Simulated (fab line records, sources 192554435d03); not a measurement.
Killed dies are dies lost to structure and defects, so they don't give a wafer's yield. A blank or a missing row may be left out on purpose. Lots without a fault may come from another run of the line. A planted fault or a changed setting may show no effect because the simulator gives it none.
fab line records | flow n5_finfet
record lots=6 wafers=18 last_day=18
route steps=1938 shown GATE_CUT@468 BEOL_M4@1111 PASSIVATION@1936
lots that met no fault: from a run of the same line without faults
start_h: hours from the record's first day to the start of the lot's first wafer shown | wait_h: hours since the lot's step before | " the same as in the row above | L1.1+2: a row that stands for several wafers | - no value, or no start given | * or withheld: withheld | < > ~ a bound
route shown NAME@n: a module of which the file shows steps, and the number in the route of the first | usual: mean/standard deviation of fault-free wafers | same: alike in all rows | chamber/n: place in a boat | sites: the reading at each site | _std_site: their standard deviation | _edge_site: outer sites' mean less inner sites' | radius_mm: how far each site lies from the wafer's centre | mask NAME#n: copy n | behind: the tool/chamber that last shaped the wafer | hold: why the lot was held/for how many hours/how that ended | device: the transistor (n, p or np) that didn't switch | end of line: the same wafers' tests at the end of the route | a step without rows: its recipe alone | killed: dies lost to structure and defects at the first sort, not the wafer's yield | map: a wafer's dies, x killed, . not, _ none there
set.NAME: the setting as run; set.NAME@STEP: as run at that earlier step | model.NAME: the simulator's own value behind a step, which no gauge read
lots at some steps of the route; a table a step, a row a wafer
services: from which hour (start_h, from the record's first day; less than 0 if before it) a tool's chamber was out of use, for how many hours, and why
## steps
# step N5_GATE_CUT_VAPOR_ETCH_60
# recipe chemistry=BCl3/Cl2 target=HfO2 mode=isotropic
# usual drypump_motor_current_A=5.8/0.57 oes_product_au=0.73/0.12
# columns lot.wafer tool chamber start_h wait_h drypump_motor_current_A oes_product_au
L107.3 rie_metal-03 1 123.70 0.1 6.1 0.60
L107.4 " 1 " " 6.1 0.60
L107.5 " 1 " " 6.1 0.60
L109.1 rie_metal-02 1 136.28 0.0 6.0 0.97
L109.2 " 0 " " 4.8 0.80
L109.6 " 1 " " 6.0 0.98
L115.1 rie_metal-02 0 170.08 0.0 4.8 0.79
L115.4 " 1 " " 6.0 0.92
L115.5 " 1 " " 6.0 0.92
L117.2 rie_metal-03 0 181.61 0.1 5.5 0.61
L117.3 " 0 " " 5.5 0.61
L117.6 " 0 " " 5.5 0.61
L118.4 rie_metal-02 1 187.01 0.0 6.0 0.91
L118.5 " 0 " " 4.8 0.79
L118.6 " 1 " " 6.0 0.91
L121.1 rie_metal-03 0 210.12 0.0 5.5 0.61
L121.3 " 1 " " 6.1 0.98
L121.5 " 0 " " 5.5 0.61
# step N5_GATE_CUT_ETCH_58
# recipe chemistry=CH3F/O2 target=SiNx target_depth_a=170 time_s=128.6 ion_energy_ev=50 pressure_mtorr=30 source_w=415 bias_w=21 Ar_flow_sccm=150 CH3F_flow_sccm=30 O2_flow_sccm=20
# usual drypump_motor_current_A=5.9/0.34 oes_product_au=0.78/0.086 rf_vpp_V=99.2/0.84 showerhead_plenum_p_Torr=2.02/0.038 throttle_valve_pct=16.33/0.23
# columns lot.wafer tool chamber start_h wait_h drypump_motor_current_A oes_product_au rf_hours_counter_h rf_vpp_V showerhead_plenum_p_Torr throttle_valve_pct
L107.3 rie_diel-02 3 123.90 0.2 5.6 0.76 129 99.3 2.01 16.08
L107.4 " 2 " " 6.3 0.69 245 99.9 2.05 16.76
L107.5 " 2 " " 6.3 0.69 - 99.6 2.05 16.75
L109.1 rie_diel-02 1 136.34 0.0 6.4 0.75 158 97.9 2.00 16.53
L109.2 " 2 " " 6.3 0.69 249 98.6 2.05 16.77
L109.6 " 2 " " 6.3 0.69 - 98.1 2.05 16.77
L115.1 rie_diel-02 0 170.17 0.1 5.4 0.81 76 99.0 2.02 16.24
L115.4 " 3 " " 5.6 0.75 146 100.4 2.00 16.11
L115.5 " 3 " " 5.6 0.75 - 99.2 2.00 16.10
L117.2 rie_diel-05 3 181.69 0.1 6.0 0.71 221 100.0 2.07 16.37
L117.3 " 2 " " 5.5 0.82 63 101.1 2.02 16.16
L117.6 " 2 " " 5.5 0.83 - 100.1 2.02 16.16
L118.4 rie_diel-02 3 187.15 0.1 5.6 0.74 151 99.3 2.00 16.10
L118.5 " 1 " " 6.4 0.73 - 99.3 1.99 16.56
L118.6 " 0 " " 5.5 0.80 - 98.8 2.02 16.25
L121.1 rie_diel-05 2 210.17 0.0 5.5 0.80 71 99.2 2.02 16.18
L121.3 " 1 " " 5.8 0.87 47 98.7 2.03 15.96
L121.5 " 0 " " 6.0 0.87 - 99.2 2.03 16.40
# step N5_GATE_CUT_STRIP_59
# recipe chemistry=N2/H2 time_s=20 power_w=100 temp_c=40 pressure_mtorr=100 rf_frequency_hz=6e+07 bias_power_w=3 n2_flow_sccm=300 h2_flow_sccm=300
# step N5_GATE_CUT_PRECLEAN_31
# recipe temp_c=23 chemistry=DIW time_s=300
# step N5_GATE_CUT_SRD_32
# recipe time_s=30 temp_c=23 rinse_liquid=diw dry=ipa_marangoni
# step N5_GATE_CUT_SAC_CAP_01
# recipe material=SiNx target_thk_a=240 temp_c=400 ald_precursor_family=SiH2I2 ald_co_reactant=N2/H2-plasma pulse_time_s=1 ald_cycles=480 purge_time_s=2 co_reactant_purge_time_s=2 pressure_torr=2
# usual heater_power_outer_w=498/58 heater_power_w=829/90 precursor_pulse_height_rel=0.998/0.02 susceptor_temp_C=400.01/0.24
# columns lot.wafer tool chamber start_h wait_h heater_power_outer_w heater_power_w precursor_pulse_height_rel since_wet_clean_h susceptor_temp_C
L107.3 ald_sin-01 3 124.22 0.0 435 703 0.999 25 399.66
L107.4 " 2 " " 473 820 0.960 25 399.99
L107.5 " 1 125.31 1.1 418 732 0.959 - 399.71
L109.1 ald_sin-01 1 137.05 0.4 439 715 0.962 37 399.64
L109.2 " 2 " " 471 843 1.012 37 399.99
L109.6 " 3 138.13 1.5 433 702 1.015 - 399.84
L115.1 ald_sin-01 1 170.50 0.0 423 707 0.978 71 400.13
L115.4 " 3 " " 440 727 0.996 71 399.84
L115.5 " 3 171.59 1.1 415 688 1.022 - 399.63
L117.2 ald_sin-01 3 182.01 0.0 431 726 0.994 82 400.14
L117.3 " 0 " " 531 928 1.008 82 400.34
L117.6 " 2 183.09 1.1 482 820 0.987 - 400.04
L118.4 ald_sin-01 1 188.11 0.7 439 710 0.997 88 400.10
L118.5 " 1 189.20 1.8 433 739 1.005 - 400.19
L118.6 " 2 " " 483 832 0.996 - 399.91
L121.1 ald_sin-01 1 210.49 0.0 434 721 0.996 111 400.41
L121.3 " 0 " " 523 919 1.020 111 399.79
L121.5 " 2 211.57 1.1 493 820 1.008 - 400.31
# step N5_GATE_CUT_PECVD_57
# recipe material=SiNx target_thk_a=210 temp_c=400 precursor=SiH4/NH3/N2 pressure_torr=1.5 rf_w=300
# usual heater_power_outer_w=467/73 heater_power_w=775/110 showerhead_plenum_p_Torr=5.08/0.053 susceptor_temp_C=400.01/0.23 throttle_valve_pct=39.8/2.5
# columns lot.wafer tool chamber start_h wait_h heater_power_outer_w heater_power_w showerhead_plenum_p_Torr since_wet_clean_h susceptor_temp_C throttle_valve_pct
L107.3 pecvd-04 1 126.44 1.1 485 874 5.09 - 400.01 38.5
L107.4 " 2 " " 533 860 5.04 - 399.83 38.6
L107.5 " 1 " " 494 867 5.09 - 399.81 38.3
L109.1 pecvd-04 0 139.24 1.1 502 823 5.18 843 400.04 40.1
L109.2 " 2 " " 619 1002 5.03 496 400.16 38.4
L109.6 " 2 " " 614 978 5.03 - 399.87 38.6
L115.1 pecvd-04 2 172.70 1.1 632 994 5.02 529 399.85 38.7
L115.4 " 2 " " 628 995 5.02 - 400.06 38.7
L115.5 " 1 " " 500 871 5.09 - 400.14 38.2
L117.2 pecvd-04 0 184.20 1.1 506 796 5.17 888 399.94 40.2
L117.3 " 2 " " 561 902 5.03 541 400.27 38.9
L117.6 " 1 " " 479 872 5.10 - 400.10 38.7
L118.4 pecvd-01 1 190.33 1.1 359 589 5.04 - 399.85 39.1
L118.5 " 2 " " 516 806 5.18 - 399.99 35.3
L118.6 " 0 " " 451 721 5.06 - 400.13 42.0
L121.1 pecvd-04 2 212.68 1.1 513 857 5.01 569 400.02 38.9
L121.3 " 1 " " 506 892 5.09 1642 400.12 38.5
L121.5 " 1 " " 492 905 5.09 - 399.64 38.5
# step N5_GATE_CUT_CMP_02
# recipe stop_on=SiO2 t_overpolish_s=12.7 post_cmp_clean=alkaline_brush down_force_psi=2.5 platen_rpm=51.8 pad_velocity_m_s=1.0307 target_thk_nm=0
# usual edge_zone_pressure_frac=0.999/0.0053 motor_current_A=9.0/1 overpolish_run_s=12.701/0.0088 time_to_endpoint_s=25.5/2
# columns lot.wafer tool chamber start_h wait_h edge_zone_pressure_frac motor_current_A overpolish_run_s time_to_endpoint_s
L107.4 cmp-04 2 126.55 0.1 0.999 9.6 12.692 23.8
L107.3 " 0 " " 1.006 8.2 12.714 25.3
L107.5 " 1 " " 0.990 9.8 12.680 25.8
L109.1 cmp-04 1 139.32 0.1 0.997 9.8 12.700 22.0
L109.2 " 0 " " 0.999 8.5 12.693 24.3
L109.6 " 2 " " 1.008 9.9 12.698 24.5
L115.1 cmp-01 0 172.77 0.1 0.989 10.1 12.692 24.2
L115.4 " 1 " " 1.004 10.1 12.698 23.1
L115.5 " 1 " " 1.003 8.7 12.715 22.6
L117.3 cmp-03 3 184.33 0.1 0.997 8.6 12.714 26.9
L117.2 " 2 " " 1.001 9.3 12.714 21.7
L117.6 " 3 " " 0.996 8.6 12.678 25.6
L118.4 cmp-01 2 190.38 0.0 0.993 10.0 12.692 25.6
L118.6 " 2 " " 0.996 9.1 12.687 27.9
L118.5 " 3 " " 0.997 7.8 12.693 26.6
L121.1 cmp-01 1 212.75 0.1 1.002 9.7 12.700 28.1
L121.3 " 3 " " 0.997 7.8 12.701 30.1
L121.5 " 2 " " 1.004 9.5 12.717 26.6
# step N5_GATE_CUT_HM_DEP_46
# recipe material=SiO2 target_thk_a=1300 temp_c=400 precursor=TEOS/O2 pressure_torr=6.5 rf_w=900 teos_flow_sccm=161.4 gas=O2 flow_sccm=2650 time_s=26.6
# step N5_GATE_CUT_COAT_34
# recipe resist=SOC temp_c=250 time_s=60 spin_rpm=1500 resist_thk_nm=60
# step N5_GATE_CUT_COAT_35
# recipe resist=SiARC temp_c=220 time_s=60 spin_rpm=1500 resist_thk_nm=10
# step N5_GATE_CUT_COAT_27
# recipe resist=underlayer temp_c=205 time_s=60 spin_rpm=1500 resist_thk_nm=10
# usual heater_power_total_W=391.8/1.3 plate_temp_C=204.99/0.16
# columns lot.wafer tool chamber start_h wait_h heater_power_total_W plate_temp_C
L107.3 litho_track-01 0 126.91 - 391.7 205.03
L107.4 " 0 " " 391.9 205.15
L107.5 " 0 " " 391.8 204.85
L109.1 litho_track-05 0 139.72 - 392.0 204.98
L109.2 " 0 " " 390.9 204.98
L109.6 " 0 " " 391.9 204.89
L115.1 litho_track-01 0 173.17 - 387.1 202.71
L115.4 " 0 " " 388.0 202.37
L115.5 " 0 " " 385.8 202.37
L117.2 litho_track-02 0 184.73 - 391.9 205.13
L117.3 " 0 " " 390.3 205.21
L117.6 " 0 " " 393.2 205.14
L118.4 litho_track-01 0 190.78 - 386.7 202.49
L118.5 " 0 " " 383.9 202.39
L118.6 " 0 " " 388.1 202.27
L121.1 litho_track-05 0 213.16 - 390.3 205.15
L121.3 " 0 " " 393.9 205.09
L121.5 " 0 " " 392.3 205.23
# step N5_GATE_CUT_COAT_07
# recipe resist=CAR-EUV spin_rpm=1500 resist_thk_nm=30
# step N5_BEOL_M4_RC_MEAS_101
# usual DIBL_N=36.4/1.4 DIBL_P=36.3/1.8 IOFF_N=0.163/0.024 IOFF_P=0.21/0.034 ION_N=673/11 ION_P=461/7.4 SS_N=71.6/0.52 SS_P=73.3/0.58 VT_N=249.4/2.5 VT_P=-250/3.5
# columns lot.wafer tool chamber start_h wait_h DIBL_N[mV/V] DIBL_P[mV/V] IOFF_N[nA/um] IOFF_P[nA/um] ION_N[uA/um] ION_P[uA/um] SS_N[mV/dec] SS_P[mV/dec] VT_N[mV] VT_P[mV]
L107.3 prober-01 0 209.68 0.3 35.8 37.3 0.170 0.23 674 460 71.6 73.3 250.7 -249
L107.4 " 0 " " 34.4 35.1 0.139 0.18 665 459 72.3 72.9 252.4 -252
L107.5 " 0 " " 34.8 35.1 0.148 0.18 653 452 72.1 73.4 255.3 -253
L109.1 prober-01 0 224.94 0.0 35.1 35.1 0.141 0.18 661 451 71.4 73.3 252.1 -255
L109.2 " 0 " " 35.3 36.1 0.152 0.20 667 458 71.4 72.9 250.6 -251
L109.6 " 0 " " 35.3 35.9 0.148 0.19 669 454 71.3 73.2 251.1 -252
L115.1 prober-01 0 260.20 0.0 36.1 37.3 0.168 0.23 678 460 72.5 73.5 248.1 -249
L115.4 " 0 " " 33.9 34.3 0.118 0.18 659 455 71.5 72.2 255.4 -249
L115.5 " 0 " " 35.8 36.7 0.162 0.22 672 463 71.8 72.5 249.3 -247
L118.4 prober-01 0 262.71 0.5 36.8 36.5 0.158 0.19 669 453 71.3 73.4 252.7 -253
L118.5 " 0 " " 37.0 36.5 0.169 0.20 677 458 71.7 73.2 247.5 -253
L118.6 " 0 " " 35.5 34.9 0.144 0.18 667 452 71.0 73.3 249.9 -255
L117.2 prober-01 0 266.76 0.2 35.9 36.8 0.161 0.21 685 467 71.5 73.3 248.3 -249
L117.3 " 0 " " 35.8 36.6 0.169 0.20 693 466 70.8 72.5 246.7 -248
L117.6 " 0 " " 35.4 35.5 0.153 0.19 673 458 70.7 72.3 248.1 -251
L121.1 prober-02 0 303.08 0.0 36.6 37.1 0.174 0.23 684 471 71.2 73.2 246.6 -247
L121.3 " 0 " " 34.5 33.6 0.128 0.18 667 461 70.7 71.8 250.9 -250
L121.5 " 0 " " 37.4 37.7 0.185 0.24 687 471 71.4 72.7 246.8 -248
# step N5_PASSIVATION_PROBE_49
# usual defect_limited_yield=91.4/1.6 killed_at_M0_to_M3=34/12 killed_at_M4_up=13/5.2 killed_at_contacts=11/5.5 killed_at_front_end=40/13 killed_at_other=3.4/2.7 killed_dies=102/19 killed_open=66/15 killed_short=33/7.9 sort_bin_5_function=5.1/1.1 sort_bin_6_memory=3.2/0.7 sort_n_pass=1078/19 sort_yield_pct=91.4/1.6
# same gross_dies=1180 killed_at_back_side=0 sort_bin_4_leakage[%]=0 sort_bin_8_speed[%]=0
# columns lot.wafer tool chamber start_h wait_h defect_limited_yield[%] killed_at_M0_to_M3 killed_at_M4_up killed_at_contacts killed_at_front_end killed_at_other killed_dies killed_open killed_short sort_bin_5_function[%] sort_bin_6_memory[%] sort_n_pass sort_yield_pct[%]
L107.3 prober-01 - 320.04 0.1 91.2 30 13 5 54 2 104 64 35 5.3 3.1 1076 91.2
L107.4 prober-01 - 320.09 0.2 90.7 47 13 10 40 0 110 68 37 6.2 3.1 1070 90.7
L107.5 prober-01 - 320.14 0.2 92.3 29 13 1 46 2 91 58 30 5.2 2.2 1089 92.3
L117.2 prober-01 - 370.70 0.1 92.4 27 13 3 46 1 90 61 29 4.6 2.9 1090 92.4
L117.3 prober-01 - 370.75 0.1 88.8 33 12 7 78 2 132 77 54 6.6 3.9 1048 88.8
L117.6 prober-01 - 370.90 0.3 89.8 41 16 13 50 0 120 91 29 6.9 3.1 1060 89.8
L115.1 prober-01 - 381.01 0.0 87.5 50 14 12 69 2 147 98 47 7.0 4.7 1033 87.5
L115.4 prober-01 - 381.16 0.2 89.0 60 15 7 45 3 130 88 42 6.6 4.0 1050 89.0
L115.5 prober-01 - 381.21 0.2 88.9 45 20 12 50 4 131 86 42 6.5 3.8 1049 88.9
L121.1 prober-01 - 422.22 0.0 89.7 38 14 2 66 1 121 84 33 5.8 4.1 1059 89.7
L121.3 prober-01 - 422.32 0.1 88.6 43 21 13 56 2 135 100 33 6.2 4.8 1045 88.6
L121.5 prober-01 - 422.42 0.2 90.6 37 18 9 43 4 111 80 26 5.2 3.7 1069 90.6
# killed by level:class
L107.3 GATE_CUT:geometric_particle:short=10 BEOL_M0_SAQP:geometric_particle:short=10 FIN_SAQP:geometric_particle:short=7 DUMMY_GATE:geometric_particle:open=7 BEOL_M0_SAQP:geometric_particle:open=7 BEOL_M1:geometric_particle:open=7 STI_FIN_REVEAL:geometric_particle:open=6 ILD0:geometric_particle:open=5
L107.4 BEOL_M0_SAQP:geometric_particle:short=16 BEOL_M0_SAQP:geometric_particle:open=10 BEOL_M1:geometric_particle:open=10 MOL_CONTACT_COAG:geometric_particle:open=9 FIN_SAQP:geometric_particle:short=7 DUMMY_GATE:geometric_particle:open=7 GATE_CUT:geometric_particle:open=7 BEOL_M13:coat_microbubble_printed=5
L107.5 BEOL_M1:geometric_particle:open=11 DUMMY_GATE:geometric_particle:open=9 STARTING-WAFER:geometric_particle:open=7 FIN_SAQP:geometric_particle:short=6 BEOL_M0_SAQP:geometric_particle:open=6 STI_FIN_REVEAL:geometric_particle:open=5 BEOL_M0_SAQP:geometric_particle:short=5 STI_FIN_REVEAL:geometric_particle:short=4
L117.2 FIN_SAQP:geometric_particle:open=15 FIN_SAQP:geometric_particle:short=9 BEOL_M2:geometric_particle:open=8 GATE_CUT:geometric_particle:open=5 GATE_CUT:geometric_particle:short=4 BEOL_M0_SAQP:geometric_particle:open=4 BEOL_M0_SAQP:geometric_particle:short=4 BEOL_M0:geometric_particle:open=4
L117.3 FIN_SAQP:geometric_particle:short=23 STI_FIN_REVEAL:geometric_particle:open=18 FIN_SAQP:geometric_particle:open=12 BEOL_M0_SAQP:geometric_particle:open=8 BEOL_M3:geometric_particle:open=8 MOL_CONTACT_COAG:geometric_particle:open=6 STI_FIN_REVEAL:geometric_particle:short=5 BEOL_M0:geometric_particle:open=5
L117.6 FIN_SAQP:geometric_particle:open=16 FIN_SAQP:geometric_particle:short=12 BEOL_M0_SAQP:geometric_particle:open=12 MOL_CONTACT_COAG:geometric_particle:open=11 BEOL_M2:geometric_particle:open=8 STI_FIN_REVEAL:geometric_particle:open=7 BEOL_M1:geometric_particle:open=7 DUMMY_GATE:geometric_particle:open=5
L115.1 STI_FIN_REVEAL:geometric_particle:open=17 BEOL_M0_SAQP:geometric_particle:open=14 BEOL_M0_SAQP:geometric_particle:short=13 FIN_SAQP:geometric_particle:open=12 BEOL_M2:geometric_particle:open=9 DUMMY_GATE:geometric_particle:open=7 MOL_CONTACT_COAG:geometric_particle:open=7 BEOL_M3:geometric_particle:open=7
L115.4 FIN_SAQP:geometric_particle:open=12 BEOL_M0_SAQP:geometric_particle:open=12 BEOL_M0_SAQP:geometric_particle:short=12 BEOL_M1:geometric_particle:open=11 BEOL_M3:geometric_particle:open=10 FIN_SAQP:geometric_particle:short=6 STI_FIN_REVEAL:geometric_particle:open=6 MOL_CONTACT_COAG:geometric_particle:open=6
L115.5 FIN_SAQP:geometric_particle:short=11 FIN_SAQP:geometric_particle:open=11 BEOL_M0_SAQP:geometric_particle:open=11 BEOL_M1:geometric_particle:open=11 STI_FIN_REVEAL:geometric_particle:open=10 MOL_CONTACT_COAG:geometric_particle:open=9 BEOL_M0_SAQP:geometric_particle:short=8 BEOL_M4:geometric_particle:open=8
L121.1 STI_FIN_REVEAL:geometric_particle:open=27 BEOL_M1:geometric_particle:open=11 BEOL_M0_SAQP:geometric_particle:short=10 BEOL_M0_SAQP:geometric_particle:open=10 FIN_SAQP:geometric_particle:open=8 BEOL_M4:geometric_particle:open=8 FIN_SAQP:geometric_particle:short=5 STI_FIN_REVEAL:geometric_particle:short=5
L121.3 FIN_SAQP:geometric_particle:open=15 BEOL_M0_SAQP:geometric_particle:open=15 STI_FIN_REVEAL:geometric_particle:open=13 BEOL_M1:geometric_particle:open=13 BEOL_M4:geometric_particle:open=12 MOL_CONTACT_COAG:geometric_particle:open=11 BEOL_M0_SAQP:geometric_particle:short=8 DUMMY_GATE:geometric_particle:open=7
L121.5 FIN_SAQP:geometric_particle:open=19 BEOL_M0_SAQP:geometric_particle:short=12 STI_FIN_REVEAL:geometric_particle:open=11 BEOL_M0_SAQP:geometric_particle:open=11 BEOL_M4:geometric_particle:open=10 MOL_CONTACT_COAG:geometric_particle:open=9 BEOL_M1:geometric_particle:open=8 FIN_SAQP:geometric_particle:short=4
## services
# columns tool chamber start_h hours kind
ald_sin-01 0 100.18 - clean
ald_sin-01 1 100.18 - clean
ald_sin-01 2 100.18 - clean
ald_sin-01 3 100.18 - clean
rie_metal-02 1 113.06 - clean
rie_metal-02 1 113.06 18.7 scheduled_down
rie_metal-02 1 113.06 18.7 vent_cycle
rie_metal-03 0 123.14 25.4 repair
pecvd-04 0 124.85 5.0 scheduled_down
pecvd-04 - 127.70 0.8 pm
rie_diel-02 2 138.40 - clean
rie_diel-02 2 138.40 - consumable_replace:focus_ring
rie_diel-02 2 138.40 25.0 scheduled_down
rie_diel-02 2 138.40 25.0 vent_cycle
cmp-03 - 140.57 2.4 repair
cmp-03 - 155.77 4.0 pm
ald_sin-01 0 159.33 3.7 repair
rie_metal-03 1 172.00 - clean
rie_metal-03 1 172.00 22.1 scheduled_down
rie_metal-03 1 172.00 22.1 vent_cycle
rie_diel-02 3 191.01 10.1 repair
pecvd-04 - 200.20 0.3 repair
rie_metal-02 - 205.59 28.1 pm
rie_diel-05 1 210.89 6.7 repair
## key
first_sign step=N5_GATE_CUT_COAT_27 reading=plate_temp_C direction=down sigmas=16 usual=* struck=*
effect step=N5_GATE_CUT_COAT_27 reading=heater_power_total_W direction=down sigmas=4 usual=* struck=*
met_at N5_GATE_CUT_COAT_27
struck_wafers L115.1,L115.4,L115.5,L118.4,L118.5,L118.6
onset_between 126.91 173.17
fault kind=process_parameter_drift tool=litho_track-01 chamber=- onset_h=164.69 steps=N5_GATE_CUT_COAT_27 channel=temp_c offset=* shape=step end_h=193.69 acts_in=* stated=*
